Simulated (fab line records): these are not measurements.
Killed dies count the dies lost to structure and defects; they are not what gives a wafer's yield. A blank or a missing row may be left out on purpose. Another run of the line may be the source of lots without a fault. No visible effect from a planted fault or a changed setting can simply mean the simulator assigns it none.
Problem report in the 8D (eight disciplines) form, filled by code / flow n5Finfet / the parts of the form that need people (team, actions taken, sign-off) are left out

== 1. WHAT IS WRONG ==
On 3 wafers of 1 lot, killed_at_M0_to_M3 at N5_PASSIVATION_PROBE_49 has a mean of 118; fault-free wafers read 36, standard deviation 9.5. That puts it +8.6 standard deviations away from the usual mean.
Seen first at day 14 23:45 on prober-02, wafer L184.1. The record holds 3 wafers of 1 lot with a number at this step. By rule, "out" or "out of limits" means more than 4 standard deviations away from the usual mean. The rest of the wafers with a number are treated as sound.

== 2. WHAT IT IS AND WHAT IT IS NOT ==
question=which readings at this step; is=killed_at_M0_to_M3, defectLimitedYield, killedDies, sort_bin_5_function, sortNPass, sortYieldPct; is not=killedAtContacts, killedAtFrontEnd, killedAtOther, killedOpen
question=which lots; is=L184; is not=-
question=which wafers of those lots; is=all that have a number; is not=-
question=read on which tools; is=prober-02; is not=-
question=when; is=from day 14 23:45; is not=up to then (0 sound wafers)

== 3. SUSPECTS, AND WHAT RULES EACH OUT ==
Counting: a tool at a process step up to the reading stays a suspect if it ran every lot that is out and no sound lot after the first of them.
- rieMetal-03 at N5_BEOL_M3_HM_OPEN_17 (chemistry Cl2/BCl3, target TiN, target depth 20 nm, overetch 6 nm): kept. It ran the lot that is out, L184 (day 9 06:50), and no sound lot after that.
- rieDiel-06 at N5_MIM_BOT_ETCH_STRIP_01 (strips in O2): kept. It ran the lot that is out, L184 (day 14 12:54), and no sound lot after that.
- rieDiel-04 at N5_PASSIVATION_DESCUM_32 (chemistry O2, time 7.9 s): kept. It ran the lot that is out, L184 (day 14 18:10), and no sound lot after that.
- prober-02 at N5_PASSIVATION_PROBE_49: kept. It ran the lot that is out, L184 (day 14 23:45), and no sound lot after that. Its own readings are out on those wafers: defectLimitedYield, killed_at_M0_to_M3, killedDies, sort_bin_5_function, sortNPass, sortYieldPct.
Left after counting: rieMetal-03 at N5_BEOL_M3_HM_OPEN_17, rieDiel-06 at N5_MIM_BOT_ETCH_STRIP_01, rieDiel-04 at N5_PASSIVATION_DESCUM_32, prober-02 at N5_PASSIVATION_PROBE_49.

== 4. THE CAUSE (what the simulator had put in) ==
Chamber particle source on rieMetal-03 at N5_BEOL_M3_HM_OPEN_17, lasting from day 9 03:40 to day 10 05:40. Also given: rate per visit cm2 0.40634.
After counting, 4 suspects remain, this tool included.

== 5. THE CHAIN OF EFFECTS, in route order ==
Each row: a reading where the mean over the struck wafers with a number is more than 3 standard deviations away from the usual. Only readings whose record carries a usual standard deviation are examined. hours: median over the lots of the time between each lot's start at the first step of this table that gives one and its start at this step. sigmas: the change, counted in usual standard deviations.
hours=0; step=N5_PASSIVATION_PROBE_49; reading=defectLimitedYield; usual=91.0 %; on struck wafers=84.4; change=-6.6; sigmas=-5.1
hours=0; step=N5_PASSIVATION_PROBE_49; reading=killed_at_M0_to_M3; usual=36; on struck wafers=118; change=+82; sigmas=+8.6
hours=0; step=N5_PASSIVATION_PROBE_49; reading=killedDies; usual=107; on struck wafers=184; change=+77; sigmas=+5.1
hours=0; step=N5_PASSIVATION_PROBE_49; reading=sort_bin_5_function; usual=5.3 %; on struck wafers=9.6; change=+4.3; sigmas=+4.7
hours=0; step=N5_PASSIVATION_PROBE_49; reading=sortNPass; usual=1073; on struck wafers=996; change=-77; sigmas=-5.1
hours=0; step=N5_PASSIVATION_PROBE_49; reading=sortYieldPct; usual=91.0 %; on struck wafers=84.4; change=-6.6; sigmas=-5.1
Its process steps:
- N5_PASSIVATION_PROBE_49

== 6. HOW IT WOULD HAVE BEEN CAUGHT EARLIER ==
In this record no reading fell out of limits until day 14 23:45, 140 hours after the fault had begun at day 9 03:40.
Of the tool readings at N5_BEOL_M3_HM_OPEN_17 for which the record gives a usual standard deviation, none was out on any struck wafer, so an alarm limit of 4 standard deviations on them would not have fired.
By day 14 23:45, every lot that is out (1) had started N5_BEOL_M3_HM_OPEN_17 on rieMetal-03. Holding the tool at that point would not have protected any of them.
